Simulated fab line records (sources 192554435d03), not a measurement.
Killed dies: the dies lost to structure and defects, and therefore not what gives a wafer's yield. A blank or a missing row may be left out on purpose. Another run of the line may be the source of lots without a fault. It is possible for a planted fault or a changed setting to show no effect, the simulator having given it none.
Which tool did it? -- flow n5_finfet -- 9 lots with 26 wafers sampled at 3 steps, on a route of 1938 steps

## WHAT THE GAUGES SHOWED, per wafer
N5_BEOL_M4_RC_MEAS_101. Usual: DIBL_N 37.0 mV/V, standard deviation 2.3; DIBL_P 37.3 mV/V, standard deviation 2.8; IOFF_N 0.17 nA/um, standard deviation 0.046; IOFF_P 0.23 nA/um, standard deviation 0.054; ION_N 675 uA/um, standard deviation 14; ION_P 460 uA/um, standard deviation 9.3; SS_N 71.7 mV/dec, standard deviation 0.73; SS_P 73.6 mV/dec, standard deviation 0.95; VT_N 249 mV, standard deviation 3.9; VT_P -250 mV, standard deviation 3.9.
lot,measured,on,DIBL_N (mV/V),DIBL_P (mV/V),IOFF_N (nA/um),IOFF_P (nA/um),ION_N (uA/um),ION_P (uA/um),SS_N (mV/dec),SS_P (mV/dec),VT_N (mV),VT_P (mV),flag
L171,day 9 01:54,prober-01,36.7 36.7 36.5,38.7 36.8 38.3,0.17 0.16 0.16,0.26 0.21 0.25,681 671 679,475 459 473,70.8 71.5 71.2,74.1 72.5 73.6,248 251 251,-247 -251 -247,
L176,day 10 06:52,prober-02,35.7 41.2,35.0 42.4,0.15 0.27,0.23 0.37,677 700,468 473,71.5 73.1,73.0 74.4,250 244,-246 -243,
L183,day 12 21:28,prober-01,39.3 41.2 36.0,41.4 44.0 36.5,0.23 0.28 0.16,0.26 0.32 0.19,687 704 681,465 470 456,72.8 73.7 71.7,74.4 75.4 73.3,246 241 248,-248 -245 -253,
L184,day 12 22:21,prober-02,33.5 36.2 37.3,30.7 35.0 35.0,0.10 0.14 0.16,0.13 0.18 0.18,640 664 666,440 452 448,71.0 71.2 72.1,72.3 73.1 73.3,257 250 250,-258 -254 -253,
L185,day 12 22:43,prober-01,32.3 36.5 32.7,33.6 38.5 34.1,0.11 0.18 0.12,0.14 0.20 0.14,657 679 663,445 458 449,71.2 72.3 71.1,72.2 73.7 72.2,256 249 254,-257 -252 -258,
L186,day 13 00:56,prober-02,36.2 37.1 35.3,33.2 35.2 33.1,0.15 0.17 0.13,0.18 0.21 0.18,670 676 677,456 454 466,71.6 71.7 70.6,72.5 72.8 73.1,253 250 252,-253 -253 -250,
L187,day 13 14:05,prober-01,38.3 36.8 37.2,39.4 38.0 38.0,0.20 0.17 0.18,0.24 0.21 0.22,673 671 666,456 455 455,71.8 72.3 71.8,73.6 72.9 73.7,247 250 248,-251 -252 -250,
L188,day 13 20:28,prober-01,37.8 38.4 40.4,36.6 36.6 38.7,0.16 0.16 0.22,0.20 0.21 0.24,677 656 668,459 444 451,71.3 71.8 72.2,73.3 72.9 73.2,250 253 247,-256 -252 -253,
L189,day 14 07:43,prober-02,37.7 40.0 35.8,38.9 40.9 37.0,0.19 0.24 0.15,0.28 0.30 0.23,670 696 677,460 474 471,72.9 73.1 71.6,73.9 74.6 73.2,249 244 250,-247 -245 -248,

N5_BEOL_M8_INSPECT_30: inspects for defects (brightfield). Usual: raw_defect_count 393, standard deviation 94.
lot,measured,on,raw_defect_count,flag
L171,day 10 12:08,defect_inspect-01,393 608 555,
L176,day 11 19:01,defect_inspect-02,388 304,
L183,day 14 16:29,defect_inspect-02,725 528 528,
L184,day 14 16:55,defect_inspect-02,330 318 524,
L185,day 14 17:37,defect_inspect-01,481 456 661,
L186,day 14 16:19,defect_inspect-01,434 407 615,
L187,day 15 03:35,defect_inspect-02,383 300 329,
L188,day 15 04:01,defect_inspect-01,260 431 347,
L189,day 15 18:37,defect_inspect-01,402 344 409,

## TOOL THAT RAN EACH LOT (tool first, then ch and the chambers of the sampled wafers, then the start)
lot,N5_BEOL_M8_HM_OPEN_17
L171,"rie_metal-03 ch 0,1, day 10 10:55"
L176,"rie_metal-03 ch 0,1, day 11 16:47"
L183,"rie_metal-03 ch 0,1, day 14 13:56"
L184,"rie_metal-02 ch 0,1, day 14 13:43"
L185,"rie_metal-03 ch 0,1, day 14 14:38"
L186,"rie_metal-03 ch 0,1, day 14 14:22"
L187,"rie_metal-01 ch 0,1, day 15 01:47"
L188,"rie_metal-03 ch 0,1, day 15 03:12"
L189,"rie_metal-01 ch 0,1, day 15 17:53"
- N5_BEOL_M8_HM_OPEN_17: chemistry Cl2/BCl3, target TiN, target depth 20 nm, overetch 6 nm.

## AS READ BY THE TOOLS THEMSELVES (means over the sampled wafers that have a number; for cases with no such wafer, the mark the record gives instead)
N5_BEOL_M8_HM_OPEN_17. Usual: drypump_motor_current_A 5.52 A, standard deviation 0.28; oes_product_au 0.73 a.u., standard deviation 0.075; throttle_valve_pct 22.24 %, standard deviation 0.27.
lot,tool,drypump_motor_current_A (A),oes_product_au (a.u.),throttle_valve_pct (%),flag
L171,rie_metal-03,5.84,0.64,22.43,
L176,rie_metal-03,5.78,0.62,22.40,
L183,rie_metal-03,5.75,0.62,22.36,
L184,rie_metal-02,5.33,0.77,22.18,
L185,rie_metal-03,5.80,0.62,22.44,
L186,rie_metal-03,5.84,0.63,22.43,
L187,rie_metal-01,5.52,0.72,22.35,
L188,rie_metal-03,5.77,0.61,22.37,
L189,rie_metal-01,5.58,0.72,22.09,

## THE ANSWER, worked out from the rows above alone
Rule: a lot counts as off when the mean over its wafers that have a number is more than 3 standard deviations away from the usual mean. A lot without any number at a reading at which 4 lots or more have one is off too. Where the step has rows for the other lots, those lots are counted as sound. The gauges are gone through in route order, then the tools' own readings, and for those a lot's mean is taken as printed above. At the first step where some lot is off, the reading lying furthest off is the one used; lots without a number count as furthest.
None of the lots is off at any reading shown; this tells nothing.

## WHAT THE SIMULATOR HAD PUT IN
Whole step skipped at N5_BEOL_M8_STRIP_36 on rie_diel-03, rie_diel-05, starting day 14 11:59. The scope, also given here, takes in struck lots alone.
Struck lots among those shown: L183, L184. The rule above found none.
